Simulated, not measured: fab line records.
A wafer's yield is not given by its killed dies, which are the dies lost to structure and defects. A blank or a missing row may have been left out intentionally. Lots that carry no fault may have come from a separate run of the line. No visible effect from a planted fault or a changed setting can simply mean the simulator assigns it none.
fab line records	flow n5_finfet	part 2 of 2: steps 5 to 6 of 6
record lots=20	wafers=60	last_day=18
route steps=1938 shown BEOL_M13@1670 BEOL_M15@1787 PASS1_DEP@1831
lots untouched by any fault: they come from a run of this same line in which no faults occurred
start_h: hours from the record's first day to the start of the lot's first wafer shown	wait_h: time in hours since the lot's previous step	" unchanged from the row above	L1.1+2: one row covering several wafers at once	- value missing, or start not given	* or withheld: withheld	< > ~ a bound
route shown NAME@n: names a module that has steps shown in the file, with the first one's number in the route	usual: mean and standard deviation over wafers with no fault	same: alike in all rows	chamber/n: place in a boat	sites: each site's reading	_std_site: the standard deviation of these	_edge_site: the outer-site mean with the inner-site mean subtracted	radius_mm: how far each site lies from the wafer's centre	mask NAME#n: copy n	behind: the last tool/chamber to shape the wafer	hold: why the lot went on hold/how many hours it stayed there/how the hold came to an end	device: whichever transistor did not switch (one of n, p or np)	end of line: the same wafers' tests at the end of the route	where a step has no rows: the recipe by itself	killed: the dies lost at the first sort to structure and to defects; this is not the yield of the wafer	map: a wafer's dies, marking killed ones x, the rest . and places with no die _
set.NAME: the setting the step ran with; set.NAME@STEP: the setting that earlier step ran with	model.NAME: the simulator's own value behind a step, which no gauge read
steps of the route over a sample of lots; a table a step, a row a wafer
services: from which hour (start_h, from the record's first day; less than 0 if before it) a tool's chamber was out of use, for how many hours, and why
## steps
# step N5_BEOL_M15_ETCH_59
# recipe chemistry=N2/H2	target=BARC	target_depth_a=890	overetch_a=267	time_s=67.9	ion_energy_ev=200	pressure_mtorr=30	source_w=840	bias_w=150	n2_flow_sccm=200	h2_flow_sccm=200
# usual drypump_motor_current_A=5.9/0.35	h2_flow_sccm=199.9/0.63	oes_product_au=0.68/0.07	rf_vpp_V=524.2/1.4	showerhead_plenum_p_Torr=2.55/0.045	throttle_valve_pct=17.88/0.28
lot.wafer	tool	chamber	start_h	wait_h	drypump_motor_current_A	h2_flow_sccm	oes_product_au	rf_hours_counter_h	rf_vpp_V	showerhead_plenum_p_Torr	throttle_valve_pct
L074.2	rie_diel-01	2	246.89	0.0	5.5	200.2	0.57	237	525.8	2.61	18.28
L074.3	"	0	"	"	6.3	199.8	0.81	11	526.5	2.60	17.36
L074.4	"	2	"	"	5.5	200.0	0.57	-	526.0	2.61	18.25
L076.1	rie_diel-02	1	256.10	0.0	6.4	199.1	0.60	198	523.6	2.52	18.27
L076.2	"	3	"	"	5.7	199.1	0.62	169	523.5	2.54	17.74
L076.5	"	3	"	"	5.7	199.7	0.62	-	524.6	2.54	17.72
L077.3	rie_diel-05	2	261.41	0.0	5.5	200.4	0.68	86	524.6	2.57	17.82
L077.4	"	0	"	"	6.1	198.9	0.72	66	524.7	2.58	18.00
L077.6	"	0	"	"	6.1	200.0	0.71	-	524.0	2.58	18.01
L078.4	rie_diel-05	0	278.57	0.0	6.1	199.6	0.71	71	524.4	2.58	18.01
L078.5	"	2	"	"	5.5	199.5	0.68	-	525.3	2.57	17.83
L078.6	"	1	"	"	5.9	199.6	0.71	-	524.8	2.57	17.45
L079.2	rie_diel-02	3	280.82	0.0	5.7	199.5	0.62	176	523.6	2.53	17.74
L079.3	"	2	"	"	6.3	200.2	0.75	38	526.1	2.58	17.80
L079.6	"	3	"	"	5.7	199.4	0.62	-	524.2	2.53	17.74
L080.1	rie_diel-01	2	290.61	0.0	5.5	199.9	0.57	250	525.6	2.61	18.28
L080.3	"	1	"	"	6.0	199.8	0.80	11	522.4	2.50	17.52
L080.4	"	3	"	"	5.8	200.7	0.66	150	520.7	2.44	18.19
L082.2	rie_diel-02	1	290.95	0.0	6.4	199.0	0.60	209	523.7	2.52	18.29
L082.4	"	3	"	"	5.7	200.2	0.61	180	522.8	2.53	17.74
L082.5	"	0	"	"	5.4	200.7	0.65	-	523.2	2.56	17.89
L081.1	rie_diel-05	3	298.88	0.0	6.0	200.5	0.82	0	525.7	2.62	17.57
L081.2	"	1	"	"	5.8	199.7	0.72	72	524.7	2.57	17.47
L081.6	"	1	"	"	5.9	199.5	0.71	-	526.0	2.57	17.47
L084.1	rie_diel-01	1	299.32	0.0	5.9	200.4	0.79	15	523.8	2.50	17.53
L084.5	"	3	"	"	5.8	199.5	0.65	-	520.7	2.44	18.21
L084.6	"	0	"	"	6.3	199.5	0.77	-	524.9	2.59	17.41
L083.3	rie_diel-05	3	308.22	0.0	6.1	200.1	0.81	3	524.7	2.62	17.57
L083.4	"	0	"	"	6.1	200.0	0.70	82	523.6	2.57	18.04
L083.5	"	3	"	"	6.1	200.2	0.81	-	525.7	2.62	17.58
L085.2	rie_diel-02	3	313.17	0.0	5.6	199.3	0.61	187	524.1	2.53	17.75
L085.4	"	0	"	"	5.4	200.2	0.65	122	525.4	2.56	17.92
L085.5	"	1	"	"	6.4	200.1	0.60	-	522.1	2.52	18.29
L086.2	rie_diel-01	3	333.69	0.0	5.8	199.6	0.64	163	520.4	2.44	18.21
L086.3	"	1	"	"	5.9	199.3	0.77	25	523.2	2.49	17.55
L086.6	"	2	"	"	5.5	200.4	0.83	-	526.2	2.61	17.85
L088.1	rie_diel-02	2	346.77	0.0	6.3	201.0	0.73	57	523.1	2.57	17.82
L088.4	"	1	"	"	6.4	199.8	0.59	225	523.4	2.51	18.32
L088.5	"	1	"	"	6.4	199.5	0.60	-	523.9	2.51	18.29
L090.2	rie_diel-05	3	348.07	0.0	6.0	200.2	0.78	13	525.9	2.61	17.60
L090.3	"	0	"	"	6.1	200.0	0.70	91	524.8	2.57	18.04
L090.5	"	3	"	"	6.0	200.3	0.77	-	525.6	2.61	17.58
L091.1	rie_diel-02	2	348.74	0.0	6.3	200.8	0.74	58	524.7	2.57	17.85
L091.4	"	0	"	"	5.5	198.7	0.65	131	525.8	2.56	17.93
L091.5	"	2	"	"	6.3	201.3	0.73	-	524.8	2.57	17.85
L089.2	rie_diel-02	1	359.41	0.0	6.4	200.1	0.59	229	523.5	2.51	18.33
L089.3	"	2	"	"	6.3	199.5	0.72	61	524.8	2.57	17.83
L089.6	"	2	"	"	6.4	199.4	0.72	-	525.6	2.57	17.85
L094.1	rie_diel-02	1	376.60	0.0	6.4	200.0	0.58	235	523.0	2.51	18.33
L094.4	"	2	"	"	6.3	200.1	0.72	-	525.2	2.57	17.84
L094.5	"	1	"	"	6.3	199.7	0.59	-	523.5	2.51	18.33
L093.3	rie_diel-01	2	377.77	0.0	5.5	200.3	0.80	20	524.8	2.60	17.87
L093.5	"	0	"	"	6.4	200.8	0.75	-	525.6	2.58	17.43
L093.6	"	3	"	"	5.8	199.2	0.63	-	521.0	2.43	18.25
L096.1	rie_diel-02	1	397.51	0.0	6.4	200.8	0.58	243	523.7	2.51	18.34
L096.2	"	2	"	"	6.3	200.2	0.71	73	525.2	2.57	17.88
L096.4	"	1	"	"	6.3	200.4	0.59	-	522.9	2.51	18.33
L097.2	rie_diel-05	2	410.63	0.0	5.5	199.4	0.65	126	523.7	2.56	17.88
L097.4	"	1	"	"	5.9	199.4	0.69	99	522.7	2.56	17.54
L097.5	"	1	"	"	5.9	199.4	0.69	-	523.7	2.56	17.53
# step N5_PASSIVATION_PECVD_00
# recipe material=SiO2	target_thk_a=2000	temp_c=400	precursor=SiH4/N2O	pressure_torr=2.7	rf_w=608	time_s=11.2
# usual heater_power_w=623/110	showerhead_plenum_p_Torr=8.11/0.081	susceptor_temp_C=400.01/0.23	throttle_valve_pct=52/3.7
lot.wafer	tool	chamber	start_h	wait_h	heater_power_w	showerhead_plenum_p_Torr	susceptor_temp_C	throttle_valve_pct
L074.2	pecvd-01	2	252.69	0.7	699	8.24	400.06	46
L074.3	"	1	"	"	529	8.01	400.26	51
L074.4	"	2	"	"	545	8.22	400.15	46
L076.1	pecvd-03	1	263.56	0.8	594	8.10	399.93	56
L076.2	"	0	"	"	629	8.05	400.01	57
L076.5	"	2	"	"	575	8.03	400.10	45
L077.3	pecvd-02	2	267.80	0.5	719	8.19	399.78	51
L077.4	"	1	"	"	567	8.16	399.92	52
L077.6	"	2	"	"	748	8.18	400.35	51
L078.4	pecvd-01	0	284.56	0.4	484	8.06	399.89	55
L078.5	"	1	"	"	522	7.99	400.04	50
L078.6	"	2	"	"	686	8.22	399.94	46
L079.2	pecvd-03	2	285.53	0.7	546	7.99	400.06	45
L079.3	"	0	"	"	663	8.03	399.65	57
L079.6	"	0	"	"	662	8.03	399.84	57
L080.1	pecvd-01	2	298.70	0.8	614	8.23	399.98	46
L080.3	"	1	"	"	467	8.00	400.36	50
L080.4	"	1	"	"	486	7.99	400.58	50
L082.2	pecvd-02	1	299.18	0.7	540	8.14	399.93	52
L082.4	"	2	"	"	785	8.20	399.96	51
L082.5	"	1	"	"	563	8.15	400.28	52
L081.1	pecvd-01	2	304.72	0.8	684	8.25	399.80	46
L081.2	"	0	"	"	618	8.06	399.78	55
L081.6	"	1	"	"	410	7.99	399.63	51
L084.1	pecvd-01	0	305.10	0.8	608	8.05	400.02	55
L084.5	"	1	"	"	483	7.98	400.36	50
L084.6	"	2	"	"	653	8.20	400.32	46
L083.3	pecvd-03	2	313.33	0.5	509	8.02	400.37	45
L083.4	"	0	"	"	558	8.04	400.29	58
L083.5	"	1	"	"	604	8.10	399.85	56
L085.2	pecvd-02	2	325.38	0.7	776	8.20	399.96	51
L085.4	"	0	"	"	730	8.14	399.85	52
L085.5	"	2	"	"	790	8.19	399.51	51
L086.2	pecvd-01	0	340.49	0.7	561	8.07	399.93	55
L086.3	"	1	"	"	503	7.97	400.12	51
L086.6	"	1	"	"	489	7.99	400.28	50
L088.1	pecvd-02	2	354.07	0.8	795	8.20	400.16	51
L088.4	"	0	"	"	642	8.17	400.22	52
L088.5	"	1	"	"	564	8.11	399.85	52
L090.2	pecvd-02	0	355.00	0.7	606	8.16	399.71	52
L090.3	"	1	"	"	526	8.12	399.43	52
L090.5	"	0	"	"	610	8.14	400.00	52
L091.1	pecvd-03	0	356.09	0.8	697	8.02	399.67	58
L091.4	"	1	"	"	612	8.08	399.91	56
L091.5	"	2	"	"	566	8.00	400.27	45
L089.2	pecvd-02	0	366.13	0.7	607	8.17	400.22	52
L089.3	"	2	"	"	848	8.16	400.08	52
L089.6	"	1	"	"	504	8.15	399.85	52
L094.1	pecvd-01	1	383.15	0.8	469	7.98	400.02	50
L094.4	"	0	"	"	539	8.05	399.34	55
L094.5	"	1	"	"	466	7.99	400.07	50
L093.3	pecvd-01	0	384.10	0.5	593	8.04	400.25	55
L093.5	"	0	"	"	595	8.05	400.19	55
L093.6	"	2	"	"	688	8.22	399.72	46
L096.1	pecvd-03	1	405.12	0.8	632	8.09	400.09	56
L096.2	"	0	"	"	637	8.05	399.86	58
L096.4	"	0	"	"	668	8.04	399.96	58
L097.2	pecvd-03	2	417.79	0.7	504	8.02	399.74	46
L097.4	"	0	"	"	577	8.05	400.32	58
L097.5	"	1	"	"	623	8.07	399.70	56
## services
tool	chamber	start_h	hours	kind
rie_diel-05	1	210.89	6.7	repair
pecvd-01	2	234.74	4.8	repair
pecvd-02	0	253.33	6.3	repair
rie_diel-02	-	275.29	0.6	repair
rie_diel-02	-	303.01	0.5	repair
pecvd-01	-	310.45	1.7	repair
rie_diel-01	0	311.36	5.4	repair
pecvd-02	-	316.35	6.0	pm
rie_diel-01	-	338.55	0.3	repair
pecvd-02	1	339.08	4.0	repair
pecvd-01	0	341.60	23.7	repair
pecvd-02	1	355.91	9.4	repair
rie_diel-02	2	361.69	4.1	repair
rie_diel-05	-	374.94	0.4	repair
rie_diel-02	3	376.49	1.6	repair
rie_diel-01	1	377.45	5.0	repair
rie_diel-01	3	382.03	6.1	repair
rie_diel-05	-	385.19	14.6	pm
rie_diel-02	3	395.22	12.3	repair
rie_diel-01	2	400.15	2.8	repair
rie_diel-01	-	402.16	1.0	repair
pecvd-01	-	411.76	3.9	repair
rie_diel-02	1	413.05	-	clean
rie_diel-02	1	413.05	-	consumable_replace:focus_ring
